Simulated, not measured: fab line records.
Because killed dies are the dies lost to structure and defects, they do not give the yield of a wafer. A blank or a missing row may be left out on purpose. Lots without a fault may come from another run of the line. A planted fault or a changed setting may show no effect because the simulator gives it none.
What tool caused it? / flow nand harc / 31 wafers from 11 lots sampled at 7 of the route's 1302 steps

== WHAT EACH GAUGE READ, for each wafer ==
NHARC_A_BLC_CD_MEAS_10 targets a cd of 100 nm. Usual: cd nm reads 100.2 nm (standard deviation 0.82).
lot=L990; measured=day 22 13:20; on=cd sem-03; cd nm (nm)=100.9 100.7 101.5; flag=
lot=L991; measured=day 23 00:46; on=cd sem-02; cd nm (nm)=100.0 99.3 99.3; flag=
lot=L989; measured=day 23 02:26; on=cd sem-03; cd nm (nm)=99.8 99.9 100.7; flag=
lot=L993; measured=day 23 17:03; on=cd sem-03; cd nm (nm)=100.7 100.9 100.2; flag=
lot=L994; measured=day 24 15:20; on=cd sem-03; cd nm (nm)=102.0 101.8 101.7; flag=
lot=L995; measured=day 24 17:44; on=cd sem-02; cd nm (nm)=99.2 98.7 99.2; flag=
lot=L106; measured=day 29 20:41; on=cd sem-03; cd nm (nm)=100.0 99.2; flag=
lot=L105; measured=day 29 22:18; on=cd sem-02; cd nm (nm)=99.9 100.6; flag=
lot=L108; measured=day 30 08:36; on=cd sem-03; cd nm (nm)=101.1 100.5 99.6; flag=
lot=L109; measured=day 30 22:47; on=cd sem-02; cd nm (nm)=99.9 100.3 99.9; flag=
lot=L110; measured=day 31 16:46; on=cd sem-03; cd nm (nm)=99.1 98.8 99.3; flag=

NHARC_A_M0_CD_MEAS_09 targets a cd of 80 nm. Usual: cd nm reads 80.1 nm (standard deviation 0.81).
lot=L990; measured=day 22 17:22; on=cd sem-03; cd nm (nm)=79.5 79.9 80.0; flag=
lot=L991; measured=day 23 04:49; on=cd sem-02; cd nm (nm)=81.6 81.0 80.1; flag=
lot=L989; measured=day 23 06:22; on=cd sem-02; cd nm (nm)=80.4 79.4 80.4; flag=
lot=L993; measured=day 23 21:06; on=cd sem-01; cd nm (nm)=79.9 81.4 79.5; flag=
lot=L994; measured=day 24 19:14; on=cd sem-01; cd nm (nm)=77.9 79.1 79.0; flag=
lot=L995; measured=day 24 21:46; on=cd sem-03; cd nm (nm)=79.9 80.0 80.1; flag=
lot=L106; measured=day 30 00:44; on=cd sem-03; cd nm (nm)=85.3 80.4 85.2 80.5; flag=OFF
lot=L105; measured=day 30 02:32; on=cd sem-03; cd nm (nm)=84.9 80.6 85.3 80.5; flag=OFF
lot=L108; measured=day 30 13:44; on=cd sem-02; cd nm (nm)=80.0 81.4 80.3; flag=
lot=L109; measured=day 31 02:54; on=cd sem-03; cd nm (nm)=80.5 80.1 80.2; flag=
lot=L110; measured=day 31 20:49; on=cd sem-01; cd nm (nm)=78.8 78.9 80.2; flag=

NHARC_A_M0_CD_MEAS_16. Usual: cd nm reads 80.3 nm (standard deviation 1.1).
lot=L990; measured=day 22 17:51; on=cd sem-02; cd nm (nm)=79.0 81.0 80.1; flag=
lot=L991; measured=day 23 05:18; on=cd sem-03; cd nm (nm)=83.8 81.7 81.8; flag=
lot=L989; measured=day 23 06:52; on=cd sem-01; cd nm (nm)=82.1 79.5 80.1; flag=
lot=L993; measured=day 23 21:35; on=cd sem-01; cd nm (nm)=80.8 82.6 80.7; flag=
lot=L994; measured=day 24 19:43; on=cd sem-01; cd nm (nm)=78.0 79.8 79.1; flag=
lot=L995; measured=day 24 22:15; on=cd sem-01; cd nm (nm)=79.5 81.0 80.4; flag=
lot=L106; measured=day 30 04:04; on=cd sem-03; cd nm (nm)=86.4 80.5 86.8 80.4; flag=
lot=L105; measured=day 30 04:58; on=cd sem-03; cd nm (nm)=84.7 82.0 84.8 81.9; flag=
lot=L108; measured=day 30 14:13; on=cd sem-02; cd nm (nm)=81.2 80.7 81.7; flag=
lot=L109; measured=day 31 03:26; on=cd sem-03; cd nm (nm)=80.8 80.5 79.9; flag=
lot=L110; measured=day 31 21:20; on=cd sem-01; cd nm (nm)=78.3 78.9 79.3; flag=

NHARC_END_SORT_01. Usual: for defect limited yield, 90 % with a standard deviation of 3.1; for killed at array, 59 with a standard deviation of 20; for killed at other, 0.8 with a standard deviation of 1.1; for killed at periphery, 5 with a standard deviation of 3.1; for killed dies, 64 with a standard deviation of 21; for killed open, 3.4 with a standard deviation of 1.9; for killed short, 2.3 with a standard deviation of 1.7.
lot=L106; measured=day 32 09:31; on=prober-01; defect limited yield (%)=90 91; killed at array=62 60; killed at other=0 0; killed at periphery=5 1; killed dies=67 61; killed open=1 4; killed short=1 3; flag=
lot=L105; measured=day 32 06:13; on=prober-02; defect limited yield (%)=90 91; killed at array=53 54; killed at other=0 0; killed at periphery=12 10; killed dies=65 64; killed open=4 1; killed short=1 2; flag=

== EACH LOT AND THE TOOL THAT RAN IT (in order: tool; ch and the chambers of the sampled wafers; start) ==
lot=L990; NHARC_A_BLC_ALD_23=ald metal-04 ch 0,1,2, day 22 15:22; NHARC_A_M0_PEB_07=litho track-01 ch 0, day 22 17:17; NHARC_A_M0_DESCUM_14=rie diel-06 ch 0,2,3, day 22 17:34
lot=L991; NHARC_A_BLC_ALD_23=ald metal-02 ch 1,2, day 23 02:47; NHARC_A_M0_PEB_07=litho track-01 ch 0, day 23 04:44; NHARC_A_M0_DESCUM_14=rie diel-01 ch 0,1, day 23 05:00
lot=L989; NHARC_A_BLC_ALD_23=ald metal-04 ch 1,2, day 23 04:28; NHARC_A_M0_PEB_07=litho track-01 ch 0, day 23 06:17; NHARC_A_M0_DESCUM_14=rie diel-01 ch 0,1, day 23 06:34
lot=L993; NHARC_A_BLC_ALD_23=ald metal-04 ch 1,2, day 23 19:04; NHARC_A_M0_PEB_07=litho track-01 ch 0, day 23 21:01; NHARC_A_M0_DESCUM_14=rie diel-01 ch 0,1,3, day 23 21:17
lot=L994; NHARC_A_BLC_ALD_23=ald metal-01 ch 2,3, day 24 17:20; NHARC_A_M0_PEB_07=litho track-04 ch 0, day 24 19:10; NHARC_A_M0_DESCUM_14=rie diel-01 ch 0,1, day 24 19:25
lot=L995; NHARC_A_BLC_ALD_23=ald metal-01 ch 2,3, day 24 19:44; NHARC_A_M0_PEB_07=litho track-04 ch 0, day 24 21:41; NHARC_A_M0_DESCUM_14=rie diel-06 ch 0,1,3, day 24 21:58
lot=L106; NHARC_A_BLC_ALD_23=ald metal-01 ch 0, day 29 22:41; NHARC_A_M0_PEB_07=litho track-04 ch 0, day 30 00:39; NHARC_A_M0_DESCUM_14=rie diel-09 ch 1,2, day 30 03:47
lot=L105; NHARC_A_BLC_ALD_23=ald metal-02 ch 0,1, day 30 00:22; NHARC_A_M0_PEB_07=litho track-04 ch 0, day 30 02:27; NHARC_A_M0_DESCUM_14=rie diel-01 ch 0,1, day 30 04:40
lot=L108; NHARC_A_BLC_ALD_23=ald metal-02 ch 0,2,3, day 30 11:43; NHARC_A_M0_PEB_07=litho track-01 ch 0, day 30 13:40; NHARC_A_M0_DESCUM_14=rie diel-09 ch 0,1,2, day 30 13:56
lot=L109; NHARC_A_BLC_ALD_23=ald metal-04 ch 0,2,3, day 31 00:47; NHARC_A_M0_PEB_07=litho track-01 ch 0, day 31 02:49; NHARC_A_M0_DESCUM_14=rie diel-09 ch 1,2,3, day 31 03:05
lot=L110; NHARC_A_BLC_ALD_23=ald metal-02 ch 2,3, day 31 18:46; NHARC_A_M0_PEB_07=litho track-06 ch 0, day 31 20:44; NHARC_A_M0_DESCUM_14=rie diel-09 ch 1,3, day 31 20:59
- NHARC_A_BLC_ALD_23: deposits TiN, target thk 3 nm, pulse time 1 s, ald cycles 150.
- NHARC_A_M0_PEB_07: peb time 65 s.
- NHARC_A_M0_DESCUM_14: chemistry O2, time 3 s.

== WHAT THE TOOLS THEMSELVES READ (means of the sampled wafers that have a number; where no wafer has one, the mark that the record gives instead) ==
NHARC_A_BLC_ALD_23. Usual: heater power outer w 706 W, standard deviation 44; heater power w 1103 W, standard deviation 84; precursor pulse height rel 1.001, standard deviation 0.02; susceptor temp C 450.00 C, standard deviation 0.23.
lot=L990; tool=ald metal-04; heater power outer w (W)=690; heater power w (W)=1090; precursor pulse height rel=1.016; susceptor temp C (C)=449.90; flag=
lot=L991; tool=ald metal-02; heater power outer w (W)=674; heater power w (W)=1111; precursor pulse height rel=1.018; susceptor temp C (C)=449.91; flag=
lot=L989; tool=ald metal-04; heater power outer w (W)=659; heater power w (W)=1037; precursor pulse height rel=1.005; susceptor temp C (C)=450.12; flag=
lot=L993; tool=ald metal-04; heater power outer w (W)=692; heater power w (W)=1076; precursor pulse height rel=1.004; susceptor temp C (C)=449.78; flag=
lot=L994; tool=ald metal-01; heater power outer w (W)=677; heater power w (W)=1053; precursor pulse height rel=0.997; susceptor temp C (C)=450.14; flag=
lot=L995; tool=ald metal-01; heater power outer w (W)=665; heater power w (W)=1055; precursor pulse height rel=0.996; susceptor temp C (C)=450.03; flag=
lot=L106; tool=ald metal-01; heater power outer w (W)=660; heater power w (W)=1028; precursor pulse height rel=0.998; susceptor temp C (C)=449.94; flag=
lot=L105; tool=ald metal-02; heater power outer w (W)=705; heater power w (W)=1077; precursor pulse height rel=1.020; susceptor temp C (C)=449.59; flag=
lot=L108; tool=ald metal-02; heater power outer w (W)=741; heater power w (W)=1166; precursor pulse height rel=1.007; susceptor temp C (C)=450.12; flag=
lot=L109; tool=ald metal-04; heater power outer w (W)=704; heater power w (W)=1121; precursor pulse height rel=1.001; susceptor temp C (C)=449.86; flag=
lot=L110; tool=ald metal-02; heater power outer w (W)=735; heater power w (W)=1212; precursor pulse height rel=1.008; susceptor temp C (C)=450.25; flag=

NHARC_A_M0_PEB_07. Usual: resist line temp C reads 23.02 C (standard deviation 0.11).
lot=L990; tool=litho track-01; resist line temp C (C)=23.03; flag=
lot=L991; tool=litho track-01; resist line temp C (C)=22.91; flag=
lot=L989; tool=litho track-01; resist line temp C (C)=23.05; flag=
lot=L993; tool=litho track-01; resist line temp C (C)=23.11; flag=
lot=L994; tool=litho track-04; resist line temp C (C)=22.92; flag=
lot=L995; tool=litho track-04; resist line temp C (C)=23.00; flag=
lot=L106; tool=litho track-04; resist line temp C (C)=23.13; flag=
lot=L105; tool=litho track-04; resist line temp C (C)=22.95; flag=
lot=L108; tool=litho track-01; resist line temp C (C)=22.94; flag=
lot=L109; tool=litho track-01; resist line temp C (C)=22.99; flag=
lot=L110; tool=litho track-06; resist line temp C (C)=23.11; flag=

NHARC_A_M0_DESCUM_14. Usual: drypump motor current A 5.7 A, standard deviation 0.37; oes product au 0.996 a.u., standard deviation 0.016; rf vpp V 57.9 V, standard deviation 0.94; showerhead plenum p Torr 1.93 Torr, standard deviation 0.052; throttle valve pct 11.312 %, standard deviation 0.0097.
lot=L990; tool=rie diel-06; drypump motor current A (A)=5.8; oes product au (a.u.)=0.989; rf vpp V (V)=57.2; showerhead plenum p Torr (Torr)=1.94; throttle valve pct (%)=11.302; flag=
lot=L991; tool=rie diel-01; drypump motor current A (A)=5.5; oes product au (a.u.)=0.999; rf vpp V (V)=56.9; showerhead plenum p Torr (Torr)=1.93; throttle valve pct (%)=11.315; flag=
lot=L989; tool=rie diel-01; drypump motor current A (A)=5.8; oes product au (a.u.)=0.995; rf vpp V (V)=57.1; showerhead plenum p Torr (Torr)=1.91; throttle valve pct (%)=11.307; flag=
lot=L993; tool=rie diel-01; drypump motor current A (A)=5.8; oes product au (a.u.)=1.004; rf vpp V (V)=57.5; showerhead plenum p Torr (Torr)=1.96; throttle valve pct (%)=11.313; flag=
lot=L994; tool=rie diel-01; drypump motor current A (A)=5.5; oes product au (a.u.)=1.006; rf vpp V (V)=57.1; showerhead plenum p Torr (Torr)=1.93; throttle valve pct (%)=11.316; flag=
lot=L995; tool=rie diel-06; drypump motor current A (A)=6.1; oes product au (a.u.)=1.001; rf vpp V (V)=59.0; showerhead plenum p Torr (Torr)=1.97; throttle valve pct (%)=11.306; flag=
lot=L106; tool=rie diel-09; drypump motor current A (A)=5.6; oes product au (a.u.)=1.000; rf vpp V (V)=57.5; showerhead plenum p Torr (Torr)=1.92; throttle valve pct (%)=11.320; flag=
lot=L105; tool=rie diel-01; drypump motor current A (A)=5.7; oes product au (a.u.)=0.999; rf vpp V (V)=58.5; showerhead plenum p Torr (Torr)=1.92; throttle valve pct (%)=11.311; flag=
lot=L108; tool=rie diel-09; drypump motor current A (A)=5.6; oes product au (a.u.)=0.999; rf vpp V (V)=58.1; showerhead plenum p Torr (Torr)=1.89; throttle valve pct (%)=11.316; flag=
lot=L109; tool=rie diel-09; drypump motor current A (A)=5.6; oes product au (a.u.)=0.995; rf vpp V (V)=57.8; showerhead plenum p Torr (Torr)=1.93; throttle valve pct (%)=11.311; flag=
lot=L110; tool=rie diel-09; drypump motor current A (A)=5.4; oes product au (a.u.)=1.003; rf vpp V (V)=58.2; showerhead plenum p Torr (Torr)=1.95; throttle valve pct (%)=11.318; flag=

== THE ANSWER, worked out from the rows above alone ==
Rule: take the mean of a lot's wafers that have a number; if it is more than 3 standard deviations from the usual mean, the lot is off. A lot without any number at a reading at which 4 lots or more have one is off too. Where the step has rows for the other lots, those lots are counted as sound. Order of review: gauges by route order, followed by the tools' own readings, for which a lot's mean as printed above is used. The first step at which some lot is off is used, and at that step the reading that is off furthest; a lot without a number counts as furthest.
Off at NHARC_A_M0_CD_MEAS_09 (cd nm): L106, L105.
If a tool, at a process step before that reading, ran all the lots that are off and no sound lot after the first of them, it fits. Gauges at NHARC_A_M0_CD_MEAS_09: tried the same way as those tools. One fits: NHARC_A_M0_PEB_07 on litho track-04. Its last sound lot is L995 (day 24 21:41), its first lot that is off L106 (day 30 00:39): a fault that began between those two fits.

== WHAT THE SIMULATOR PUT IN ==
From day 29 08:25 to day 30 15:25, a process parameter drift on litho track-04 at NHARC_A_M0_PEB_07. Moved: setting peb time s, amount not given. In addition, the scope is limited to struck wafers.
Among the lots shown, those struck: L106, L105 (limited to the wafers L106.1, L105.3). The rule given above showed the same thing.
